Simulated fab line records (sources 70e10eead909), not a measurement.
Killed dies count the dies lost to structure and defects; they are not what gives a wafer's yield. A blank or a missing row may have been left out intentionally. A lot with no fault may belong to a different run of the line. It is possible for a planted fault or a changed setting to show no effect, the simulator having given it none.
Which tool is to blame? ; flow nand-harc ; 39 wafers from 13 lots sampled at 6 of the route's 1159 steps

== WHAT EACH GAUGE READ, for each wafer ==
NHARC_A_ZERO_WELL_CD_MEAS_10 targets a cd of 2000 nm. Usual: cd-nm reads 2000.6 nm (standard deviation 1.3).
lot;measured;on;cd-nm (nm);flag
L443;day 6 07:59;cd-sem-01;2001.2 1999.8 1998.9;
L444;day 6 18:12;cd-sem-03;2001.1 2001.1 2000.9;
L446;day 7 07:35;cd-sem-03;1999.6 1999.6 1997.2;
L445;day 7 08:23;cd-sem-02;2000.1 2001.0 2001.0;
L449;day 8 13:34;cd-sem-03;1999.4 1999.8 2001.3;
L451;day 8 14:37;cd-sem-03;2000.8 2002.4 2002.0;
L450;day 8 15:02;cd-sem-02;2001.7 1999.4 2001.4;
L452;day 8 22:15;cd-sem-03;2001.2 2000.4 1997.8;
L458;day 10 06:46;cd-sem-02;2000.8 2002.0 2000.4;
L457;day 10 06:56;cd-sem-02;2000.0 2001.3 2001.5;
L464;day 11 12:50;cd-sem-03;1998.0 2001.3 1999.2;
L463;day 11 16:01;cd-sem-03;1999.9 2000.9 1999.4;
L465;day 11 22:29;cd-sem-01;2001.0 2000.8 1999.6;

NHARC_A_ONON_D1_THK_MEAS_05: measures by ellipsometry. Usual: thk-nm reads 999 nm (standard deviation 8.4).
lot;measured;on;thk-nm (nm);flag
L443;day 7 08:11;film-metro-01;999 999 1000;
L444;day 7 19:11;film-metro-02;995 995 994;
L446;day 8 07:30;film-metro-01;1015 1015 1018;
L445;day 8 07:32;film-metro-02;1005 1003 1002;
L449;day 9 12:27;film-metro-01;998 999 1000;
L451;day 9 12:25;film-metro-02;1009 1009 1008;
L450;day 9 12:25;film-metro-01;983 983 985;
L452;day 9 22:44;film-metro-01;990 991 989;
L458;day 11 08:03;film-metro-02;996 1030 995;
L457;day 11 08:24;film-metro-01;999 1033 1031;
L464;day 12 10:51;film-metro-01;1007 1009 1006;
L463;day 12 15:22;film-metro-02;1009 1013 1012;
L465;day 12 21:29;film-metro-01;1010 1009 1009;

NHARC_END_SORT_01. Usual: killed-at-array 31, standard deviation 12; killed-at-other 0.6, standard deviation 0.85; killed-at-periphery 3.0, standard deviation 2.3; killed-dies 35, standard deviation 12; killed-open 3.2, standard deviation 1.9; killed-short 1.8, standard deviation 1.4.
lot;measured;on;killed-at-array;killed-at-other;killed-at-periphery;killed-dies;killed-open;killed-short;flag
L458;day 23 07:27;prober-01;34 68 38;0 1 4;2 3 1;36 72 43;1 5 2;2 2 0;
L457;day 23 15:14;prober-01;32 73 73;0 0 0;1 0 2;33 73 75;5 2 3;1 0 1;

== EACH LOT AND THE TOOL THAT RAN IT (in order: tool; ch and the chambers of the sampled wafers; start) ==
lot;NHARC_P_M2_DEP_33;NHARC_P_BONDPAD_DESCUM_11;NHARC_A_ONON_D1_DEP_03
L443;pecvd-01 ch 0,1,2, day 6 02:22;rie-diel-03 ch 0,1,3, day 6 04:08;pecvd-onon-02 ch 0, day 7 07:41
L444;pecvd-02 ch 0,1, day 6 12:40;rie-diel-08 ch 0,1,3, day 6 14:23;pecvd-onon-02 ch 0, day 7 18:40
L446;pecvd-01 ch 0,1, day 7 01:47;rie-diel-03 ch 0,3, day 7 03:38;pecvd-onon-04 ch 0, day 8 06:59
L445;pecvd-03 ch 1,2, day 7 02:34;rie-diel-03 ch 1,3, day 7 04:26;pecvd-onon-03 ch 0, day 8 07:04
L449;pecvd-03 ch 0,1, day 8 07:51;rie-diel-03 ch 1,2, day 8 09:41;pecvd-onon-03 ch 0, day 9 11:58
L451;pecvd-01 ch 0,2, day 8 08:50;rie-diel-03 ch 1,2,3, day 8 10:40;pecvd-onon-04 ch 0, day 9 11:55
L450;pecvd-02 ch 1,2, day 8 09:08;rie-diel-03 ch 1,2,3, day 8 11:11;pecvd-onon-02 ch 0, day 9 11:55
L452;pecvd-02 ch 0,1,2, day 8 16:55;rie-diel-03 ch 0,1,2, day 8 18:31;pecvd-onon-02 ch 0, day 9 22:23
L458;pecvd-02 ch 0,1,2, day 9 23:40;rie-diel-05 ch 0,3, day 10 01:25;pecvd-onon-02 ch 0, day 11 07:39
L457;pecvd-02 ch 0,1, day 10 00:09;rie-diel-08 ch 1,3, day 10 01:57;pecvd-onon-02 ch 0, day 11 08:01
L464;pecvd-03 ch 0,1,2, day 11 06:59;rie-diel-03 ch 0,1, day 11 08:50;pecvd-onon-03 ch 0, day 12 10:20
L463;pecvd-03 ch 0,2, day 11 10:16;rie-diel-03 ch 0,3, day 11 12:07;pecvd-onon-03 ch 0, day 12 14:54
L465;pecvd-01 ch 0,1,2, day 11 16:46;rie-diel-03 ch 1,2, day 11 18:43;pecvd-onon-03 ch 0, day 12 21:06
- NHARC_P_M2_DEP_33: deposits SiCN, target thk 30 nm.
- NHARC_P_BONDPAD_DESCUM_11: chemistry O2, time 3 s.
- NHARC_A_ONON_D1_DEP_03: target thk 1000 nm.

== WHAT THE TOOLS THEMSELVES READ (means of the sampled wafers that have a number; where no wafer has one, the mark that the record gives instead) ==
NHARC_P_M2_DEP_33. Usual: heater-power-w reads 610 W (standard deviation 72).
lot;tool;heater-power-w (W);flag
L443;pecvd-01;596;
L444;pecvd-02;576;
L446;pecvd-01;575;
L445;pecvd-03;683;
L449;pecvd-03;577;
L451;pecvd-01;636;
L450;pecvd-02;626;
L452;pecvd-02;630;
L458;pecvd-02;589;
L457;pecvd-02;599;
L464;pecvd-03;642;
L463;pecvd-03;657;
L465;pecvd-01;623;

NHARC_P_BONDPAD_DESCUM_11. Usual: drypump-motor-current-A 5.3 A, standard deviation 0.51; mfc-ar-sccm 0.007 sccm, standard deviation 0.011; oes-product-au 1.002 a.u., standard deviation 0.0064; rf-vpp-V 57.7 V, standard deviation 0.94; showerhead-plenum-p-Torr 1.88 Torr, standard deviation 0.092; throttle-valve-pct 11.311 %, standard deviation 0.0091.
lot;tool;drypump-motor-current-A (A);mfc-ar-sccm (sccm);oes-product-au (a.u.);rf-vpp-V (V);showerhead-plenum-p-Torr (Torr);throttle-valve-pct (%);flag
L443;rie-diel-03;5.0;0.000;0.998;57.6;1.90;11.310;
L444;rie-diel-08;5.6;0.003;1.007;58.1;1.96;11.311;
L446;rie-diel-03;5.1;0.000;0.997;57.2;1.91;11.323;
L445;rie-diel-03;5.2;0.000;1.002;57.4;1.84;11.312;
L449;rie-diel-03;5.0;0.007;0.998;57.2;1.87;11.307;
L451;rie-diel-03;5.3;0.007;0.994;57.3;1.83;11.313;
L450;rie-diel-03;5.3;0.007;1.004;57.8;1.83;11.309;
L452;rie-diel-03;5.1;0.007;1.007;57.4;1.89;11.307;
L458;rie-diel-05;6.1;0.030;1.000;58.5;2.01;11.319;
L457;rie-diel-08;5.3;0.000;1.008;58.2;1.94;11.317;
L464;rie-diel-03;4.8;0.000;0.998;58.1;1.96;11.315;
L463;rie-diel-03;5.0;0.000;1.001;58.2;1.91;11.315;
L465;rie-diel-03;5.4;0.015;0.998;58.3;1.83;11.305;

NHARC_A_ONON_D1_DEP_03. Usual: n2o-flow-sccm reads 2001 sccm (standard deviation 5.6).
lot;tool;n2o-flow-sccm (sccm);flag
L443;pecvd-onon-02;2006;
L444;pecvd-onon-02;1998;
L446;pecvd-onon-04;2002;
L445;pecvd-onon-03;2001;
L449;pecvd-onon-03;1996;
L451;pecvd-onon-04;2005;
L450;pecvd-onon-02;1997;
L452;pecvd-onon-02;2002;
L458;pecvd-onon-02;2004;
L457;pecvd-onon-02;2007;
L464;pecvd-onon-03;2002;
L463;pecvd-onon-03;2000;
L465;pecvd-onon-03;1999;

== THE ANSWER, worked out from the rows above alone ==
Rule: lot off if the mean of its wafers having a number is beyond 3 standard deviations from the usual mean. A lot without any number at a reading at which 4 lots or more have one is off too. Where the step has rows for the other lots, those lots are counted as sound. First the gauges in route order, then the tools' own readings, where a lot's mean is used as printed above. At the first step where some lot is off, the reading lying furthest off is the one used; lots without a number count as furthest.
No lot is off at any reading shown: from this, nothing can be told.

== WHAT WAS PUT IN BY THE SIMULATOR ==
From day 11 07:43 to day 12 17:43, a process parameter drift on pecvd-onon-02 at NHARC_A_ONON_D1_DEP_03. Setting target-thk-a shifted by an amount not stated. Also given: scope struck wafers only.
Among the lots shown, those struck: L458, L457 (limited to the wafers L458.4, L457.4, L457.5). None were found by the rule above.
